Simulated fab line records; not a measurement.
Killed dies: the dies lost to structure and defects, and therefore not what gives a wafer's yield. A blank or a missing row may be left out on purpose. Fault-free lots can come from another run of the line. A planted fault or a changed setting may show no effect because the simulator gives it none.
Problem report in the 8D (eight disciplines) form, filled by code    flow nand-harc    the parts of the form that need people (team, actions taken, sign-off) are left out

1. PROBLEM STATEMENT
thk-nm at NHARC_A_ONON_D1_THK_MEAS_21 reads a mean of 1572 nm on 6 wafers of 2 lots; wafers without a fault read 1001 nm with a standard deviation of 8.4. Measured from the usual mean, that is +68 standard deviations.
The step: measures by ellipsometry.
Seen first at day 11 06:20 on film-metro-01, wafer L331.4. At this step, 42 wafers from 14 lots have a number in the record. By rule, "out" or "out of limits" means more than 4 standard deviations away from the usual mean. The other wafers with a number count as sound.

2. WHAT IT IS, WHAT IT ISN'T
question                     is                      is not
which readings at this step  thk-nm                  -
which lots                   L331, L334              L320, L323, L324, L326, L327, L328, L330, L333, L338, L340, L341, L342
which wafers of those lots   all that have a number  -
read on which gauges         film-metro-01           film-metro-02
when                         from day 11 06:20       up to then (21 sound wafers); but 15 sound wafers of L333, L338, L340, L341, L342 came after

3. SUSPECTS, AND WHAT RULES EACH OUT
Counting: any tool at a process step up to the reading is kept as a suspect provided that every lot that is out went through it and no sound lot did after the first of them.
- the gauge at NHARC_A_ONON_D1_THK_MEAS_21 is ruled out. All the wafers that are out were read on film-metro-01, but those of them that NHARC_END_SORT_01 has rows for are out there too, on other tools.
- rtp-anneal-01 at NHARC_P_BONDPAD_ANNEAL_28 (time 90 s): ruled out as a lasting fault. After its first lot that is out, L334 (day 9 19:43), sound lots L342 ran on it.
- pecvd-onon-02 at NHARC_A_ONON_D1_DEP_19 (target thk 1000 nm): kept. It processed each lot that is out, first L331 at day 11 06:00, and no sound lot thereafter; up to then, the last sound lot it processed was L330 at day 10 09:01.
After counting, what remains is pecvd-onon-02 at NHARC_A_ONON_D1_DEP_19.

4. THE CAUSE (what the simulator had put in)
Process parameter drift: pecvd-onon-02, from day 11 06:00 on, at NHARC_A_ONON_D1_DEP_19. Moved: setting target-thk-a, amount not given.
The count eliminated every tool but this one.

5. THE CHAIN OF EFFECTS, in route order
Each row: a reading whose mean over the struck wafers that have a number lies more than 3 standard deviations from the usual. Readings are gone through only where the record gives a usual standard deviation; hours: the median, over the lots, of the time from a lot's start at the first step in this table giving one to that lot's start at this step; sigmas: the change measured in usual standard deviations.
hours  step                         reading          usual    on struck wafers  change  sigmas
0      NHARC_A_ONON_D1_THK_MEAS_21  thk-nm           1001 nm  1572              +572    +68
267    NHARC_END_SORT_01            killed-at-array  26       676               +650    +76
267    NHARC_END_SORT_01            killed-dies      30       677               +647    +73

6. WHAT WOULD HAVE CAUGHT IT SOONER
The first out-of-limits reading at a measuring or inspecting step in this record came at day 11 06:20, 0 hours after the fault's start at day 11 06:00.
Of the tool readings at NHARC_A_ONON_D1_DEP_19 for which the record gives a usual standard deviation, none was out on any struck wafer, so an alarm limit of 4 standard deviations on them would not have fired.
All the lots that are out (2) had begun NHARC_A_ONON_D1_DEP_19 on pecvd-onon-02 by day 11 06:20. Had the tool been put on hold then, not one of them would have been saved.
